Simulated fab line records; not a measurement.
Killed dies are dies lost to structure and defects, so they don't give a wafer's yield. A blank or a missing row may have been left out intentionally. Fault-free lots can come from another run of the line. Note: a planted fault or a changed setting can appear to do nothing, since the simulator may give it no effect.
fab line records	flow n5-finfet
record: lots: 10	wafers: 30	last-day: 18
route steps=1938 shown BEOL_M7@1327 BEOL_M8@1349 PASSIVATION@1936
lots that met no fault: from a run of the same line without faults
start-h: the number of hours between the record's first day and the start of the first shown wafer of the lot	wait-h: time in hours since the lot's previous step	" identical to the entry in the row above	L1.1+2: a row that stands for several wafers	- no value, or no start given	* or withheld: withheld	< > ~ a bound
route shown NAME@n: a module of which the file shows steps, and the number in the route of the first	usual: mean and standard deviation over wafers with no fault	same: alike in all rows	chamber/n: place in a boat	sites: each site's reading	_std_site: their standard deviation	_edge_site: inner sites' mean taken away from outer sites' mean	radius-mm: how far each site lies from the wafer's centre	mask NAME#n: copy n	behind: the last tool/chamber to shape the wafer	hold: why the lot was held/for how many hours/how that ended	device: the n, p or np transistor that did not switch	end of line: the tests these same wafers got at the end of their route	for a step that has no rows: nothing shown but its recipe	killed: not the wafer's yield, but the dies lost to structure and defects at the first sort	map: a wafer's dies, x killed, . not, _ none there
set.NAME: setting as actually run; set.NAME@STEP: the setting as run at that earlier step	model.NAME: the simulator's own value behind a step, which no gauge read
a sample of lots followed through the steps of the route, with each step as a table and each wafer as a row
services: from which hour (start-h, from the record's first day; less than 0 if before it) a tool's chamber was out of use, for how many hours, and why
== steps ==
step: N5_BEOL_M7_THK_MEAS_53
recipe: thk-meas-gauge: xrf	reads: Cu_of_BEOL_M7_ECD_50
usual: M7_THK: 79.9/1.8
lot.wafer	tool	chamber	start-h	wait-h	M7_THK[nm]
L912.1	film-metro-01	-	195.52	-	79.8
L912.4	"	-	"	"	80.5
L912.5	"	-	"	"	78.9
L916.2	film-metro-02	-	223.78	-	78.4
L916.4	"	-	"	"	80.3
L916.6	"	-	"	"	78.2
L919.2	film-metro-01	-	237.98	-	77.7
L919.3	"	-	"	"	81.7
L919.4	"	-	"	"	79.3
L922.2	film-metro-02	-	254.62	-	79.5
L922.4	"	-	"	"	77.0
L922.5	"	-	"	"	82.1
L925.1	film-metro-01	-	271.50	-	83.7
L925.3	"	-	"	"	79.6
L925.6	"	-	"	"	81.4
L927.1	film-metro-02	-	282.52	-	81.7
L927.5	"	-	"	"	80.6
L927.6	"	-	"	"	81.1
L931.1	film-metro-02	-	304.88	-	78.3
L931.3	"	-	"	"	84.0
L931.4	"	-	"	"	78.9
L932.1	film-metro-02	-	311.97	-	82.7
L932.5	"	-	"	"	78.4
L932.6	"	-	"	"	80.9
L933.3	film-metro-02	-	318.27	-	82.6
L933.4	"	-	"	"	78.3
L933.6	"	-	"	"	76.8
L935.1	film-metro-02	-	346.88	-	80.1
L935.3	"	-	"	"	75.9
L935.5	"	-	"	"	79.7
step: N5_BEOL_M8_ETCH_61
recipe: chemistry: CF4	target: SiARC	target-depth-a: 455	mask-material: CAR-ArF	time-s: 75.8	ion-energy-ev: 80	pressure-mtorr: 40	source-w: 545	bias-w: 36	Ar_flow_sccm: 100	cf4-flow-sccm: 100	ends: cleared
usual: chamber-pressure-mTorr: 40.00/0.037	drypump-motor-current-A: 5.6/0.46	etch-rf-on-time-s: 75.2/1.1	oes-product-au: 0.69/0.06	rf-fwd-power-W: 539.7/2.6	rf-vpp-V: 184.1/1.3	showerhead-plenum-p-Torr: 2.15/0.074	throttle-valve-pct: 15.60/0.23
lot.wafer	tool	chamber	start-h	wait-h	chamber-pressure-mTorr	drypump-motor-current-A	etch-rf-on-time-s	oes-product-au	rf-fwd-power-W	rf-hours-counter-h	rf-vpp-V	showerhead-plenum-p-Torr	throttle-valve-pct
L912.1	rie-diel-01	3	197.03	0.0	39.98	5.4	75.6	0.68	538.7	103	183.8	2.07	15.22
L912.4	"	1	"	"	40.01	5.6	76.0	0.59	544.0	231	184.9	2.12	15.81
L912.5	"	3	"	"	40.09	5.3	75.8	0.68	540.8	-	183.9	2.07	15.22
L916.2	rie-diel-01	0	226.18	0.0	40.03	6.2	75.5	0.59	538.3	242	181.9	2.12	16.07
L916.4	"	2	"	"	39.96	5.3	74.7	0.66	539.4	131	183.2	2.06	15.46
L916.6	"	2	"	"	40.00	5.3	74.4	0.65	538.2	-	182.5	2.06	15.46
L919.2	rie-diel-05	1	240.45	0.0	40.05	6.1	73.1	0.76	537.1	40	184.8	2.18	15.31
L919.3	"	3	"	"	40.00	5.0	74.1	0.73	541.2	49	183.9	2.26	15.47
L919.4	"	0	"	"	40.01	5.5	75.6	0.71	543.0	59	182.3	2.09	15.38
L922.2	rie-diel-05	0	256.60	0.0	39.98	5.5	75.7	0.71	540.3	64	184.1	2.09	15.41
L922.4	"	1	"	"	40.04	6.1	74.2	0.75	537.7	45	182.5	2.17	15.31
L922.5	"	2	"	"	40.05	5.6	73.2	0.72	539.6	-	182.4	2.07	15.84
L925.1	rie-diel-05	2	275.08	0.0	40.01	5.6	73.7	0.71	539.8	103	183.9	2.07	15.86
L925.3	"	0	"	"	39.95	5.5	76.0	0.70	542.2	71	184.1	2.09	15.40
L925.6	"	1	"	"	39.98	6.1	73.8	0.74	534.7	-	183.9	2.17	15.33
L927.1	rie-diel-01	2	285.20	0.0	40.01	5.3	74.8	0.63	540.3	158	183.8	2.06	15.51
L927.5	"	0	"	"	40.04	6.2	74.0	0.81	539.2	-	184.7	2.11	15.60
L927.6	"	2	"	"	39.96	5.3	75.0	0.64	540.6	-	183.3	2.06	15.51
L931.1	rie-diel-06	0	306.80	0.0	40.03	4.8	74.9	0.68	539.9	104	184.7	2.24	15.80
L931.3	"	1	"	"	39.96	6.2	75.1	0.68	542.7	89	184.5	2.25	15.71
L931.4	"	3	"	"	39.98	5.6	74.7	0.76	540.9	-	185.5	2.19	15.66
L932.1	rie-diel-01	0	315.33	0.0	40.05	6.2	74.1	0.79	534.3	22	185.2	2.11	15.62
L932.5	"	2	"	"	40.03	5.3	74.6	0.63	538.1	-	183.5	2.05	15.51
L932.6	"	1	"	"	40.02	5.6	75.2	0.81	541.4	-	184.0	2.11	15.38
L933.3	rie-diel-06	2	322.66	0.0	40.02	5.8	76.1	0.83	534.8	1	182.3	2.11	15.47
L933.4	"	0	"	"	39.99	4.8	75.6	0.68	545.6	112	186.2	2.24	15.82
L933.6	"	1	"	"	40.05	6.2	76.5	0.68	540.6	-	184.4	2.25	15.73
L935.1	rie-diel-05	1	349.71	0.0	40.06	6.1	74.3	0.71	537.3	79	184.0	2.16	15.41
L935.3	"	2	"	"	39.97	5.7	72.9	0.69	538.5	128	184.0	2.06	15.89
L935.5	"	0	"	"	40.05	5.5	75.7	0.68	539.6	-	183.8	2.08	15.47
step: N5_BEOL_M8_ETCH_62
recipe: chemistry: N2/H2	target: SOC	target-depth-a: 1100	overetch-a: 220	mask-material: SiARC	temp-c: 40	time-s: 165	ion-energy-ev: 200	pressure-mtorr: 30	source-w: 840	bias-w: 150	n2-flow-sccm: 200	h2-flow-sccm: 200
usual: chamber-pressure-mTorr: 29.998/0.025	drypump-motor-current-A: 5.6/0.47	oes-product-au: 0.68/0.055	rf-fwd-power-W: 837.4/2.7	rf-vpp-V: 524.1/2.8	showerhead-plenum-p-Torr: 2.55/0.095	temp-c: 40.01/0.12	throttle-valve-pct: 17.81/0.21
lot.wafer	tool	chamber	start-h	wait-h	chamber-pressure-mTorr	drypump-motor-current-A	oes-product-au	rf-fwd-power-W	rf-hours-counter-h	rf-vpp-V	showerhead-plenum-p-Torr	temp-c	throttle-valve-pct
L912.1	rie-diel-01	3	197.09	0.0	30.018	5.3	0.68	837.3	103	520.8	2.46	39.82	17.53
L912.4	"	1	"	"	30.020	5.7	0.59	840.8	231	523.1	2.50	39.79	17.97
L912.5	"	3	"	"	29.998	5.4	0.67	834.0	-	520.2	2.46	39.70	17.57
L916.2	rie-diel-01	0	226.23	0.0	29.991	6.2	0.58	834.4	242	524.9	2.51	39.80	18.29
L916.4	"	2	"	"	29.986	5.3	0.65	839.6	131	521.3	2.44	40.14	17.77
L916.6	"	2	"	"	30.009	5.3	0.64	838.0	-	521.6	2.44	40.07	17.77
L919.2	rie-diel-05	1	240.51	0.0	30.001	6.1	0.73	832.5	40	525.4	2.58	39.95	17.52
L919.3	"	3	"	"	30.012	5.0	0.72	837.4	49	528.7	2.69	40.09	17.56
L919.4	"	0	"	"	29.985	5.5	0.71	842.0	59	523.2	2.47	40.13	17.56
L922.2	rie-diel-05	0	256.65	0.0	29.987	5.5	0.71	635.3	64	570.6	2.47	39.98	17.60
L922.4	"	1	"	"	30.036	6.1	0.74	635.5	45	574.5	2.58	39.82	17.53
L922.5	"	2	"	"	30.007	5.7	0.70	641.5	-	569.4	2.45	40.08	18.02
L925.1	rie-diel-05	2	275.13	0.0	29.968	5.6	0.69	631.9	103	572.0	2.45	39.91	18.05
L925.3	"	0	"	"	30.029	5.5	0.70	634.2	71	571.7	2.47	40.07	17.59
L925.6	"	1	"	"	30.019	6.1	0.73	626.8	-	574.8	2.57	40.15	17.56
L927.1	rie-diel-01	2	285.26	0.0	30.042	5.3	0.63	834.8	158	519.4	2.43	40.01	17.82
L927.5	"	0	"	"	29.974	6.2	0.79	834.9	-	523.8	2.51	40.00	17.89
L927.6	"	2	"	"	29.977	5.3	0.63	838.2	-	521.5	2.43	39.89	17.80
L931.1	rie-diel-06	0	306.85	0.0	30.050	4.8	0.68	833.0	104	526.5	2.66	40.10	17.91
L931.3	"	1	"	"	29.993	6.3	0.69	839.8	89	528.0	2.68	39.95	18.01
L931.4	"	3	"	"	29.970	5.7	0.76	835.5	-	525.0	2.59	40.03	17.83
L932.1	rie-diel-01	0	315.38	0.0	29.963	6.2	0.77	839.0	22	523.5	2.50	39.96	17.90
L932.5	"	2	"	"	30.005	5.3	0.62	839.5	-	519.3	2.43	40.19	17.84
L932.6	"	1	"	"	29.983	5.6	0.79	837.2	-	523.6	2.49	39.92	17.60
L933.3	rie-diel-06	2	322.71	0.0	29.998	5.8	0.83	838.6	1	521.7	2.50	40.16	17.65
L933.4	"	0	"	"	29.970	4.8	0.66	835.8	113	527.5	2.66	39.93	17.92
L933.6	"	1	"	"	30.045	6.3	0.68	838.8	-	528.2	2.68	40.00	18.01
L935.1	rie-diel-05	1	349.76	0.0	30.006	6.1	0.69	835.3	79	526.0	2.56	40.24	17.60
L935.3	"	2	"	"	30.028	5.7	0.67	839.5	128	520.5	2.44	40.10	18.07
L935.5	"	0	"	"	30.010	5.5	0.67	841.5	-	523.0	2.45	39.98	17.65
step: N5_BEOL_M8_HM_OPEN_17
recipe: chemistry: Cl2/BCl3	target-depth-a: 200	overetch-a: 60	target: TiN	mask-material: SOC	ion-energy-ev: 150	pressure-mtorr: 10	icp-w: 1000	bias-w: 126	Cl2_flow_sccm: 53.25	bcl3-flow-sccm: 21.75	Ar_flow_sccm: 25
usual: chamber-pressure-mTorr: 10.000/0.012	drypump-motor-current-A: 5.8/0.33	oes-product-au: 0.66/0.092	throttle-valve-pct: 22.02/0.12
lot.wafer	tool	chamber	start-h	wait-h	chamber-pressure-mTorr	drypump-motor-current-A	oes-product-au	rf-hours-counter-h	throttle-valve-pct
L912.1	rie-metal-01	0	197.28	0.0	9.987	5.6	0.74	14	22.01
L912.4	"	1	"	"	9.999	5.4	0.55	-	22.18
L912.5	"	0	"	"	9.989	5.6	0.76	-	22.02
L916.2	rie-metal-01	1	226.42	0.0	10.003	5.4	0.55	110	22.17
L916.4	"	1	"	"	9.993	5.4	0.54	-	22.20
L916.6	"	1	"	"	10.005	5.4	0.54	-	22.20
L919.2	rie-metal-02	1	240.69	0.0	9.999	6.2	0.77	10	21.79
L919.3	"	1	"	"	9.986	6.2	0.78	-	21.79
L919.4	"	0	"	"	9.993	6.2	0.68	-	22.07
L922.2	rie-metal-03	1	256.84	0.0	10.007	5.8	0.66	47	21.97
L922.4	"	1	"	"	10.001	5.8	0.65	-	21.97
L922.5	"	1	"	"	10.004	5.8	0.66	-	21.97
L925.1	rie-metal-01	1	275.32	0.0	9.995	5.3	0.54	114	22.21
L925.3	"	0	"	"	9.996	5.5	0.73	-	22.06
L925.6	"	0	"	"	10.003	5.6	0.72	-	22.06
L927.1	rie-metal-02	0	285.45	0.0	9.996	6.1	0.68	41	22.06
L927.5	"	1	"	"	10.004	6.2	0.77	-	21.77
L927.6	"	0	"	"	10.006	6.2	0.68	-	22.05
L931.1	rie-metal-03	0	307.04	0.0	9.995	6.1	0.54	113	21.96
L931.3	"	1	"	"	10.009	5.8	0.65	-	21.99
L931.4	"	0	"	"	9.995	6.1	0.54	-	21.96
L932.1	rie-metal-03	0	315.57	0.0	9.998	6.1	0.54	114	21.98
L932.5	"	0	"	"	10.004	6.1	0.54	-	21.97
L932.6	"	1	"	"	10.004	5.8	0.65	-	21.99
L933.3	rie-metal-03	0	322.93	0.1	9.997	6.1	0.53	-	21.99
L933.4	"	1	"	"	10.008	5.8	0.64	-	22.01
L933.6	"	0	"	"	9.992	6.1	0.53	-	21.99
L935.1	rie-metal-01	0	349.95	0.0	9.981	5.5	0.71	29	22.05
L935.3	"	1	"	"	10.012	5.4	0.83	-	22.01
L935.5	"	1	"	"	9.993	5.4	0.83	-	21.97
step: N5_PASSIVATION_PROBE_49
usual: defect-limited-yield: 91.5/1.3	killed_at_M0_to_M3: 33/11	killed_at_M4_up: 14/5.3	killed-at-contacts: 11/6.3	killed-at-front-end: 38/10	killed-at-other: 3.7/2.8	killed-dies: 101/16	killed-open: 67/12	killed-short: 32/7.4	sort_bin_5_function: 5.0/0.86	sort_bin_6_memory: 3.2/0.69	sort_bin_8_speed: 0.00/0.007	sort-n-pass: 1079/16	sort-yield-pct: 91.5/1.3
same: gross-dies: 1180	killed-at-back-side: 0	sort_bin_4_leakage[%]: 0
lot.wafer	tool	chamber	start-h	wait-h	defect-limited-yield[%]	killed_at_M0_to_M3	killed_at_M4_up	killed-at-contacts	killed-at-front-end	killed-at-other	killed-dies	killed-open	killed-short	sort_bin_5_function[%]	sort_bin_6_memory[%]	sort_bin_8_speed[%]	sort-n-pass	sort-yield-pct[%]
L922.2	prober-02	-	333.15	0.1	89.6	22	28	11	61	1	123	73	33	6.2	4.0	0	1057	89.6
L922.4	prober-02	-	333.25	0.2	92.1	29	16	8	34	6	93	69	19	4.9	2.9	0	1087	92.1
L925.1	prober-02	-	350.45	0.0	91.9	27	12	4	49	4	96	57	38	5.0	2.7	0	1084	91.9
L925.3	prober-02	-	350.55	0.1	92.3	31	29	1	24	6	91	44	28	5.5	2.2	0	1089	92.3
L925.6	prober-02	-	350.70	0.3	92.6	25	18	5	36	3	87	55	31	4.3	2.9	0	1093	92.6
killed by level:class
L922.2 STI_FIN_REVEAL:geometric-particle:open=26 BEOL_M8:area-etch=16 FIN_SAQP:geometric-particle:open=9 MOL_CONTACT_COAG:geometric-particle:open=8 STI_FIN_REVEAL:geometric-particle:short=6 GATE_CUT:geometric-particle:short=6 BEOL_M2:geometric-particle:open=6 BEOL_M7:geometric-particle:open=4
L922.4 STI_FIN_REVEAL:geometric-particle:open=14 BEOL_M2:geometric-particle:open=10 MOL_CONTACT_COAG:geometric-particle:open=7 BEOL_M4:geometric-particle:open=7 BEOL_M3:geometric-particle:open=4 GATE_CUT:geometric-particle:open=3 BEOL_M0_SAQP:geometric-particle:short=3 BEOL_M0_SAQP:geometric-particle:open=3
L925.1 FIN_SAQP:geometric-particle:short=14 BEOL_M3:geometric-particle:open=11 STI_FIN_REVEAL:geometric-particle:open=8 GATE_CUT:geometric-particle:short=8 BEOL_M0_SAQP:geometric-particle:open=5 FIN_SAQP:geometric-particle:open=4 MOL_CONTACT_COAG:geometric-particle:open=4 BEOL_M4:geometric-particle:open=4
L925.3 BEOL_M8:area-etch=18 BEOL_M1:geometric-particle:open=10 BEOL_M0_SAQP:geometric-particle:open=8 DUMMY_GATE:geometric-particle:open=7 BEOL_M4:geometric-particle:open=6 FIN_SAQP:geometric-particle:short=5 BEOL_M3:geometric-particle:open=5 PAD_METAL:geometric-particle:short=4
L925.6 BEOL_M4:geometric-particle:open=11 FIN_SAQP:geometric-particle:short=8 BEOL_M2:geometric-particle:open=8 GATE_CUT:geometric-particle:short=7 FIN_SAQP:geometric-particle:open=5 DUMMY_GATE:geometric-particle:open=5 MOL_CONTACT_COAG:geometric-particle:open=5 BEOL_M0_SAQP:geometric-particle:open=5
== services ==
tool	chamber	start-h	hours	kind
rie-diel-06	-	186.01	2.8	pm
rie-diel-06	2	193.07	5.0	repair
rie-diel-06	3	217.63	-	clean
rie-diel-06	3	217.63	-	consumable-replace:focus-ring
rie-metal-03	-	220.80	1.4	pm
rie-diel-01	0	246.77	-	clean
rie-diel-01	0	246.77	-	consumable-replace:focus-ring
rie-diel-01	0	246.77	17.1	scheduled-down
rie-diel-01	0	246.77	17.1	vent-cycle
rie-diel-06	0	248.46	12.2	repair
rie-diel-06	2	253.30	11.7	repair
rie-diel-01	1	263.83	-	clean
rie-diel-01	1	263.83	-	consumable-replace:focus-ring
rie-diel-01	1	263.83	23.1	scheduled-down
rie-diel-01	1	263.83	23.1	vent-cycle
rie-diel-06	2	297.24	-	clean
rie-diel-06	2	297.24	-	consumable-replace:focus-ring
rie-diel-06	2	297.24	22.7	scheduled-down
rie-diel-06	0	323.11	6.4	repair
rie-diel-05	-	328.94	1.0	repair
rie-diel-06	1	331.98	7.0	repair
rie-diel-01	3	338.74	10.4	repair
rie-diel-06	2	343.55	9.0	repair
rie-diel-01	1	346.23	5.1	repair
== key ==
first-sign: step: N5_BEOL_M8_ETCH_62	reading: rf-fwd-power-W	direction: down	sigmas: 74	usual: *	struck: *
effect: step: N5_BEOL_M8_ETCH_62	reading: rf-vpp-V	direction: up	sigmas: 17	usual: 524.1	struck: 572.2
met-at N5_BEOL_M8_ETCH_62
struck-lots L922,L925
not-acting-at N5_BEOL_M7_THK_MEAS_53,N5_BEOL_M8_ETCH_61,N5_BEOL_M8_HM_OPEN_17
onset-between 240.51 256.65
fault: kind: process-parameter-drift	tool: rie-diel-05	chamber: -	onset-h: 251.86	steps: N5_BEOL_M8_ETCH_62	channel: source-w	offset: -201.6	shape: step	end-h: 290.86	acts-in: these-recipes-only	stated: 840
